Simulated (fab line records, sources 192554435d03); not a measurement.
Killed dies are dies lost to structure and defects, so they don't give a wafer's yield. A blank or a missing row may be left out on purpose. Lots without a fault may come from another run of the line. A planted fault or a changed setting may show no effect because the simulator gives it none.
fab line records | flow n5_finfet
record lots=5 wafers=15 last_day=17
route steps=1938 shown BEOL_M6@1251 BEOL_M7@1263 PASSIVATION@1936
lots that met no fault: from a run of the same line without faults
start_h: hours from the record's first day to the start of the lot's first wafer shown | wait_h: hours since the lot's step before | " the same as in the row above | L1.1+2: a row that stands for several wafers | - no value, or no start given | * or withheld: withheld | < > ~ a bound
route shown NAME@n: a module of which the file shows steps, and the number in the route of the first | usual: mean/standard deviation of fault-free wafers | same: alike in all rows | chamber/n: place in a boat | sites: the reading at each site | _std_site: their standard deviation | _edge_site: outer sites' mean less inner sites' | radius_mm: how far each site lies from the wafer's centre | mask NAME#n: copy n | behind: the tool/chamber that last shaped the wafer | hold: why the lot was held/for how many hours/how that ended | device: the transistor (n, p or np) that didn't switch | end of line: the same wafers' tests at the end of the route | a step without rows: its recipe alone | killed: dies lost to structure and defects at the first sort, not the wafer's yield | map: a wafer's dies, x killed, . not, _ none there
set.NAME: the setting as run; set.NAME@STEP: as run at that earlier step | model.NAME: the simulator's own value behind a step, which no gauge read
lots at some steps of the route; a table a step, a row a wafer
services: from which hour (start_h, from the record's first day; less than 0 if before it) a tool's chamber was out of use, for how many hours, and why
## steps
# step N5_BEOL_M6_ALD_77
# recipe material=TaN target_thk_a=20 temp_c=275 ald_precursor_family=PDMAT ald_co_reactant=NH3 pressure_torr=3 carrier_flow_sccm=1500 pulse_time_s=2 purge_time_s=3 co_reactant_purge_time_s=2 co_reactant_pulse_time_s=3 ald_cycles=40 precursor_vessel_temp_c=75 precursor_vessel_pressure_torr=26.25 precursor_vessel_carrier_sccm=1000
# step N5_BEOL_M6_SURFACE_TREAT_79
# recipe gas=Ar time_s=* ion_energy_ev=* ion_current_ma_cm2=0.5 pressure_mtorr=* ar_flow_sccm=30
# step N5_BEOL_M6_CVD_78
# recipe material=Co target_thk_a=20 temp_c=withheld precursor=CCTBA/H2 pressure_torr=30 time_s=142.3
# step N5_BEOL_M6_SPUTTER_48
# recipe material=Cu target_thk_a=100 temp_c=-20 bias_v=60 power_w=26000 chamber_pressure_pa=0.13 time_s=1.667
# step N5_BEOL_M6_ECD_50
# recipe material=Cu target_thk_a=3000
# step N5_BEOL_M6_ANNEAL_51
# recipe temp_c=225 time_s=90 ambient=N2
# step N5_BEOL_M6_CMP_52
# recipe stop_on=SiCOH_lowk t_overpolish_s=6.9 down_force_psi=1 platen_rpm=50 clearing_platen_down_force_psi=1.5 clearing_platen_rpm=50 post_cmp_clean=cu_alkaline target_thk_nm=80 clearing_platen_pad_velocity_m_s=0.99484 pad_velocity_m_s=0.99484
# step N5_BEOL_M6_PRE_CLEAN_55
# recipe gas=NH3 time_s=15 temp_c=withheld rf_power_w=300
# step N5_BEOL_M6_DEP_56
# recipe material=SiCN target_thk_a=100 temp_c=withheld precursor=3MS/NH3 pressure_torr=3 rf_w=202 time_s=17.5
# step N5_BEOL_M7_ILD_DEP_00
# recipe material=SiCOH_lowk target_thk_a=1797.5 temp_c=300 precursor=DEMS/porogen pressure_torr=5 rf_w=500 time_s=33.4
# usual heater_power_w=325/60 showerhead_plenum_p_Torr=5.742/0.014 showerhead_vpp_V=1417/110 susceptor_temp_C=300.00/0.19 throttle_valve_pct=14.0/0.94
# columns lot.wafer tool chamber start_h wait_h heater_power_w showerhead_plenum_p_Torr showerhead_vpp_V susceptor_temp_C throttle_valve_pct model.SiCOH_lowk_of_BEOL_M7_ILD_DEP_00.thk_nm
L801.1 pecvd-02 1 235.66 0.0 275 5.743 1235 300.25 14.8 179.8
L801.3 " 2 " " 236 5.733 1405 278.34 13.1 204.2
L801.4 " 1 " " 277 5.749 1240 300.09 14.9 182.8
L803.1 pecvd-02 0 239.41 0.0 337 5.775 1402 299.93 14.0 179.6
L803.5 " 0 " " 335 5.763 1410 299.86 14.0 183.4
L803.6 " 2 " " 240 5.732 1421 278.73 13.1 208.2
L804.1 pecvd-02 0 241.05 0.0 339 5.738 1400 300.12 13.8 180
L804.3 " 1 " " 299 5.748 1251 299.84 14.9 181.6
L804.4 " 2 " " 242 5.747 1386 278.45 13.1 209.4
L813.1 pecvd-02 2 306.49 0.0 309 5.740 1402 300.16 13.3 180.2
L813.3 " 0 " " 302 5.767 1411 300.10 13.8 176.2
L813.4 " 2 " " 312 5.735 1401 299.80 13.2 182.4
L818.2 pecvd-02 1 325.84 0.0 265 5.742 1279 300.19 14.7 179.6
L818.3 " 2 " " 296 5.748 1396 299.81 13.1 181.4
L818.4 " 0 " " 285 5.756 1403 300.03 14.0 181.4
# step N5_BEOL_M7_CURE_74
# recipe temp_c=385 time_s=240 ambient=He/Ar material=SiCOH_lowk
# step N5_BEOL_M7_THK_MEAS_01
# recipe reads=SiCOH_lowk_of_BEOL_M7_ILD_DEP_00
# usual M7_ILD_THK=155.1/2
# columns lot.wafer tool chamber start_h wait_h M7_ILD_THK[nm]
L801.1 film_metro-02 - 236.84 0.4 155.2
L801.3 " - " " 176.4
L801.4 " - " " 157.6
L803.1 film_metro-02 - 240.15 0.4 154.8
L803.5 " - " " 158.2
L803.6 " - " " 180.0
L804.1 film_metro-01 - 241.63 0.4 155.2
L804.3 " - " " 156.6
L804.4 " - " " 180.8
L813.1 film_metro-01 - 307.07 0.4 155.2
L813.3 " - " " 151.9
L813.4 " - " " 157.4
L818.2 film_metro-01 - 326.42 0.4 155.0
L818.3 " - " " 156.6
L818.4 " - " " 156.5
# step N5_BEOL_M7_PECVD_70
# recipe material=SiO2 target_thk_a=200 temp_c=400 precursor=TEOS/O2 pressure_torr=5.5 rf_w=450 teos_flow_sccm=53.8 gas=O2 flow_sccm=3000 time_s=22.7
# step N5_BEOL_M7_HM_DEP_02
# recipe material=TiN target_thk_a=200 temp_c=25 chamber_pressure_pa=0.49996
# step N5_BEOL_M7_COAT_59
# recipe resist=SOC temp_c=250 time_s=60 spin_rpm=1500 resist_thk_nm=100
# step N5_BEOL_M7_COAT_60
# recipe resist=SiARC temp_c=220 time_s=60 spin_rpm=1500 resist_thk_nm=35
# step N5_BEOL_M7_COAT_05
# recipe resist=CAR-ArF spin_rpm=1500 resist_thk_nm=90
# step N5_BEOL_M7_EBR_07
# recipe solvent=PGMEA ebr_width_mm=1.5
# step N5_BEOL_M7_SOFTBAKE_06
# recipe temp_c=110 time_s=60 resist=CAR-ArF
# step N5_BEOL_M7_EXPOSE_08
# recipe mask_id=M7 na=1.35 source_shape=dipole sigma_inner=0.817 sigma_outer=0.97 polarization=te dose_mj=68.25
# step N5_BEOL_M7_PEB_09
# recipe peb_temp_c=withheld peb_time_s=60 resist=CAR-ArF
# step N5_BEOL_M7_DEVELOP_10
# recipe develop_time_s=30 developer=TMAH resist=CAR-ArF rinse_liquid=diw dry=air_spin dev_temp_c=23
# step N5_BEOL_M7_DESCUM_16
# recipe chemistry=O2 time_s=7.9 source_power_w=50 bias_power_w=20 pressure_mtorr=20 rf_frequency_hz=2.712e+07 temp_c=40 resist=CAR-ArF o2_flow_sccm=225
# step N5_BEOL_M7_ETCH_61
# recipe chemistry=CF4 target=SiARC target_depth_a=455 mask_material=CAR-ArF time_s=75.8 ion_energy_ev=80 pressure_mtorr=40 source_w=545 bias_w=36 Ar_flow_sccm=100 cf4_flow_sccm=100 ends=cleared
# step N5_BEOL_M7_ETCH_62
# recipe chemistry=N2/H2 target=SOC target_depth_a=1100 overetch_a=220 mask_material=SiARC temp_c=40 time_s=165 ion_energy_ev=200 pressure_mtorr=30 source_w=840 bias_w=150 n2_flow_sccm=200 h2_flow_sccm=200
# step N5_BEOL_M7_STRIP_68
# recipe chemistry=N2/H2 temp_c=40 n2_flow_sccm=200 h2_flow_sccm=200 rf_frequency_hz=6e+07
# step N5_BEOL_M7_STRIP_67
# recipe chemistry=CF4 resist=SiARC power_w=300 bias_power_w=75 pressure_mtorr=50 cf4_flow_sccm=150 rf_frequency_hz=6e+07
# step N5_BEOL_M7_HM_OPEN_17
# recipe chemistry=Cl2/BCl3 target_depth_a=200 overetch_a=60 target=TiN mask_material=SOC ion_energy_ev=150 pressure_mtorr=10 icp_w=1000 bias_w=126 Cl2_flow_sccm=53.25 bcl3_flow_sccm=21.75 Ar_flow_sccm=25
# step N5_BEOL_M7_STRIP_19
# recipe chemistry=O2 power_w=400 temp_c=40 pressure_mtorr=30 rf_frequency_hz=6e+07 bias_power_w=0 overash_fraction=0.2 o2_flow_sccm=225
# step N5_BEOL_M7_COAT_63
# recipe resist=SOC temp_c=250 time_s=60 spin_rpm=1500 resist_thk_nm=60
# step N5_BEOL_M7_COAT_64
# recipe resist=SiARC temp_c=220 time_s=60 spin_rpm=1500 resist_thk_nm=12
# step N5_BEOL_M7_COAT_71
# recipe resist=underlayer temp_c=205 time_s=60 spin_rpm=1500 resist_thk_nm=5
# step N5_BEOL_M7_COAT_22
# recipe resist=CAR-EUV spin_rpm=1500 resist_thk_nm=30
# step N5_BEOL_M7_EBR_24
# recipe solvent=PGMEA ebr_width_mm=1.5
# step N5_BEOL_M7_SOFTBAKE_23
# recipe temp_c=110 time_s=60 resist=CAR-EUV
# step N5_BEOL_M7_CMP_52
# recipe stop_on=SiCOH_lowk t_overpolish_s=6.9 down_force_psi=1 platen_rpm=50 clearing_platen_down_force_psi=1.5 clearing_platen_rpm=50 post_cmp_clean=cu_alkaline target_thk_nm=80 clearing_platen_pad_velocity_m_s=0.99484 pad_velocity_m_s=0.99484
# usual motor_current_A=6.0/0.66
# columns lot.wafer tool chamber start_h wait_h motor_current_A model.SiCOH_lowk_of_BEOL_M7_ILD_DEP_00.thk_nm
L801.1 cmp-01 0 241.41 0.5 5.7 152
L801.4 " 1 " " 4.8 154.6
L801.3 " 3 " " 6.3 173.4
L803.1 cmp-02 0 246.53 0.4 6.6 152
L803.6 " 3 " " 5.1 176.8
L803.5 " 0 " " 6.5 155.2
L804.1 cmp-03 1 249.13 0.3 6.5 152.2
L804.4 " 2 " " 5.5 177.8
L804.3 " 0 " " 6.2 153.6
L813.1 cmp-01 3 312.54 0.3 6.1 152.4
L813.3 " 0 " " 5.4 148.8
L813.4 " 2 " " 7.0 154.4
L818.2 cmp-03 2 332.97 0.2 5.4 152
L818.4 " 0 " " 6.2 153.4
L818.3 " 1 " " 6.3 153.4
# step N5_PASSIVATION_PROBE_49
# usual defect_limited_yield=91.1/1.5 killed_at_M0_to_M3=33/9.9 killed_at_M4_up=14/5.2 killed_at_contacts=12/6.7 killed_at_front_end=43/13 killed_at_other=3.4/2.7 killed_dies=105/17 killed_on_rim=14/4.2 killed_open=69/13 killed_short=33/7.5 sort_bin_5_function=5.2/0.91 sort_bin_6_memory=3.3/0.71 sort_n_pass=1075/17 sort_yield_pct=91.1/1.5
# same gross_dies=1180 killed_at_back_side=0 sort_bin_4_leakage[%]=0 sort_bin_8_speed[%]=0
# columns lot.wafer tool chamber start_h wait_h defect_limited_yield[%] killed_at_M0_to_M3 killed_at_M4_up killed_at_contacts killed_at_front_end killed_at_other killed_dies killed_on_rim killed_open killed_short sort_bin_5_function[%] sort_bin_6_memory[%] sort_n_pass sort_yield_pct[%]
L803.1 prober-01 - 316.83 0.0 91.2 28 19 12 40 5 104 11 74 30 5.2 3.4 1076 91.2
L803.5 prober-01 - 317.03 0.2 89.8 27 18 6 64 5 120 21 72 45 5.9 4.0 1060 89.8
L803.6 prober-01 - 317.08 0.3 90.1 31 17 4 58 7 117 12 70 43 5.8 3.6 1063 90.1
L801.1 prober-02 - 317.85 0.0 90.6 50 12 15 33 1 111 17 76 35 5.8 3.3 1069 90.6
L801.3 prober-02 - 317.95 0.1 92.5 33 11 5 37 2 88 10 60 27 4.2 2.9 1092 92.5
L801.4 prober-02 - 318.00 0.2 94.1 15 11 8 34 2 70 9 42 28 3.0 2.9 1110 94.1
L804.1 prober-01 - 328.79 0.0 90.5 20 7 19 54 12 112 20 74 35 5.7 3.5 1068 90.5
L804.3 prober-01 - 328.89 0.1 92.5 12 8 20 46 2 88 9 55 33 4.1 3.2 1092 92.5
L804.4 prober-01 - 328.94 0.2 90.3 19 15 19 61 0 114 17 81 31 4.7 4.7 1066 90.3
L813.1 prober-01 - 384.00 0.8 93.0 26 9 6 31 11 83 6 57 25 4.6 2.5 1097 93.0
L813.3 prober-01 - 384.10 0.9 92.5 33 7 6 41 1 88 12 59 23 4.3 2.6 1092 92.5
L813.4 prober-01 - 384.15 0.9 93.1 17 16 5 42 2 82 12 58 23 4.0 2.3 1098 93.1
L818.2 prober-02 - 406.82 0.1 88.8 34 23 17 57 1 132 13 81 49 6.2 4.8 1048 88.8
L818.3 prober-02 - 406.87 0.1 89.4 33 24 10 56 2 125 14 71 48 6.4 3.6 1055 89.4
L818.4 prober-02 - 406.92 0.2 89.5 38 18 18 47 3 124 16 83 39 6.4 3.8 1056 89.5
# killed by level:class
L803.1 DUMMY_GATE:geometric_particle:open=13 MOL_CONTACT_COAG:geometric_particle:open=11 BEOL_M0_SAQP:geometric_particle:open=8 BEOL_M0_SAQP:geometric_particle:short=7 BEOL_M3:geometric_particle:open=6 FIN_SAQP:geometric_particle:short=5 STI_FIN_REVEAL:geometric_particle:open=5 BEOL_M5:geometric_particle:open=5
L803.5 FIN_SAQP:geometric_particle:open=19 FIN_SAQP:geometric_particle:short=12 BEOL_M0_SAQP:geometric_particle:open=10 BEOL_M5:geometric_particle:open=9 GATE_CUT:geometric_particle:short=8 DUMMY_GATE:geometric_particle:open=7 BEOL_M0_SAQP:geometric_particle:short=7 MOL_CONTACT_COAG:geometric_particle:short=4
L803.6 FIN_SAQP:geometric_particle:short=14 STI_FIN_REVEAL:geometric_particle:open=12 FIN_SAQP:geometric_particle:open=9 BEOL_M0_SAQP:geometric_particle:open=9 DUMMY_GATE:geometric_particle:open=9 BEOL_M0_SAQP:geometric_particle:short=9 BEOL_M4:geometric_particle:open=7 MOL_CONTACT_COAG:geometric_particle:open=4
L801.1 BEOL_M1:geometric_particle:open=20 MOL_CONTACT_COAG:geometric_particle:open=12 STI_FIN_REVEAL:geometric_particle:open=9 BEOL_M3:geometric_particle:open=9 BEOL_M0:geometric_particle:open=5 STI_FIN_REVEAL:geometric_particle:short=4 GATE_CUT:geometric_particle:short=4 BEOL_M0_SAQP:geometric_particle:open=4
L801.3 STI_FIN_REVEAL:geometric_particle:open=11 DUMMY_GATE:geometric_particle:open=8 BEOL_M1:geometric_particle:open=8 BEOL_M3:geometric_particle:open=6 BEOL_M0_SAQP:geometric_particle:open=5 STI_FIN_REVEAL:geometric_particle:short=4 MOL_CONTACT_COAG:geometric_particle:open=4 BEOL_M0_SAQP:geometric_particle:short=4
L801.4 MOL_CONTACT_COAG:geometric_particle:open=7 STI_FIN_REVEAL:geometric_particle:open=6 FIN_SAQP:geometric_particle:open=5 STI_FIN_REVEAL:geometric_particle:short=4 BEOL_M5:geometric_particle:open=4 FIN_SAQP:geometric_particle:short=3 DUMMY_GATE:geometric_particle:open=3 BEOL_M1:geometric_particle:short=3
L804.1 MOL_CONTACT_COAG:geometric_particle:open=18 STI_FIN_REVEAL:geometric_particle:open=14 FIN_SAQP:geometric_particle:open=11 FIN_SAQP:geometric_particle:short=9 BEOL_M2:geometric_particle:open=6 BEOL_M0_SAQP:geometric_particle:short=5 DUMMY_GATE:geometric_particle:open=4 GATE_CUT:geometric_particle:short=4
L804.3 MOL_CONTACT_COAG:geometric_particle:open=14 FIN_SAQP:geometric_particle:short=13 FIN_SAQP:geometric_particle:open=9 DUMMY_GATE:geometric_particle:open=6 MOL_CONTACT_COAG:geometric_particle:short=6 BEOL_M4:geometric_particle:open=5 STI_FIN_REVEAL:geometric_particle:short=4 BEOL_M0_SAQP:geometric_particle:open=3
L804.4 MOL_CONTACT_COAG:geometric_particle:open=15 FIN_SAQP:geometric_particle:short=14 FIN_SAQP:geometric_particle:open=14 STI_FIN_REVEAL:geometric_particle:open=11 BEOL_M0_SAQP:geometric_particle:open=11 BEOL_M4:geometric_particle:open=6 DUMMY_GATE:geometric_particle:open=4 MOL_CONTACT_COAG:geometric_particle:short=4
L813.1 BEOL_M2:geometric_particle:open=7 BEOL_M3:geometric_particle:open=7 GATE_CUT:geometric_particle:short=6 MOL_CONTACT_COAG:geometric_particle:open=6 BEOL_M1:geometric_particle:open=6 FIN_SAQP:geometric_particle:open=5 PAD_METAL:geometric_particle:short=5 STI_FIN_REVEAL:geometric_particle:open=4
L813.3 STI_FIN_REVEAL:geometric_particle:open=7 BEOL_M1:geometric_particle:open=7 BEOL_M2:geometric_particle:open=6 FIN_SAQP:geometric_particle:open=5 FIN_SAQP:geometric_particle:short=5 GATE_CUT:geometric_particle:open=5 MOL_CONTACT_COAG:geometric_particle:open=5 BEOL_M0_SAQP:geometric_particle:open=5
L813.4 STI_FIN_REVEAL:geometric_particle:open=7 FIN_SAQP:geometric_particle:open=6 FIN_SAQP:geometric_particle:short=5 GATE_CUT:geometric_particle:short=5 BEOL_M2:geometric_particle:open=5 BEOL_M4:geometric_particle:open=5 BEOL_M0:geometric_particle:open=4 STARTING-WAFER:geometric_particle:open=4
L818.2 FIN_SAQP:geometric_particle:short=15 STI_FIN_REVEAL:geometric_particle:open=12 MOL_CONTACT_COAG:geometric_particle:open=11 BEOL_M2:geometric_particle:open=8 FIN_SAQP:geometric_particle:open=7 BEOL_M0:geometric_particle:open=7 BEOL_M4:geometric_particle:open=7 MOL_CONTACT_COAG:geometric_particle:short=6
L818.3 FIN_SAQP:geometric_particle:short=17 MOL_CONTACT_COAG:geometric_particle:open=10 STI_FIN_REVEAL:geometric_particle:open=7 BEOL_M3:geometric_particle:open=7 BEOL_M5:geometric_particle:short=7 FIN_SAQP:geometric_particle:open=6 BEOL_M0_SAQP:geometric_particle:open=5 BEOL_M0_SAQP:geometric_particle:short=5
L818.4 MOL_CONTACT_COAG:geometric_particle:open=15 FIN_SAQP:geometric_particle:short=13 FIN_SAQP:geometric_particle:open=11 BEOL_M0_SAQP:geometric_particle:open=10 BEOL_M5:geometric_particle:open=7 BEOL_M1:geometric_particle:open=6 STI_FIN_REVEAL:geometric_particle:open=6 BEOL_M0_SAQP:geometric_particle:short=6
## services
# columns tool chamber start_h hours kind
cmp-02 - 212.68 4.0 pm
cmp-02 - 216.68 - consumable_replace:conditioner
cmp-02 - 216.68 - consumable_replace:pad
cmp-01 - 244.21 6.1 repair
cmp-03 - 263.43 1.4 repair
pecvd-02 2 271.16 5.5 scheduled_down
cmp-03 - 286.11 1.6 repair
pecvd-02 0 298.62 5.5 scheduled_down
cmp-01 - 308.39 4.0 pm
cmp-01 - 312.39 - consumable_replace:conditioner
cmp-01 - 312.39 - consumable_replace:pad
cmp-03 - 312.96 3.8 pm
cmp-03 - 324.97 5.1 pm
pecvd-02 0 331.53 2.1 scheduled_down
## key
first_sign step=N5_BEOL_M7_ILD_DEP_00 reading=susceptor_temp_C direction=down sigmas=99+ usual=* struck=*
effect step=N5_BEOL_M7_THK_MEAS_01 reading=M7_ILD_THK direction=up sigmas=12 usual=155.1 struck=179.1
model_effect step=N5_BEOL_M7_ILD_DEP_00 value=SiCOH_lowk_of_BEOL_M7_ILD_DEP_00.thk_nm without=182.3 struck=207.3
model_effect step=N5_BEOL_M7_CMP_52 value=SiCOH_lowk_of_BEOL_M7_ILD_DEP_00.thk_nm without=154.3 struck=176
met_at N5_BEOL_M7_ILD_DEP_00
struck_wafers L801.3,L803.6,L804.4
fault kind=process_parameter_drift tool=pecvd-02 chamber=2 onset_h=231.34 steps=N5_BEOL_M7_ILD_DEP_00 channel=temp_c offset=* shape=step end_h=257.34 acts_in=* stated=*
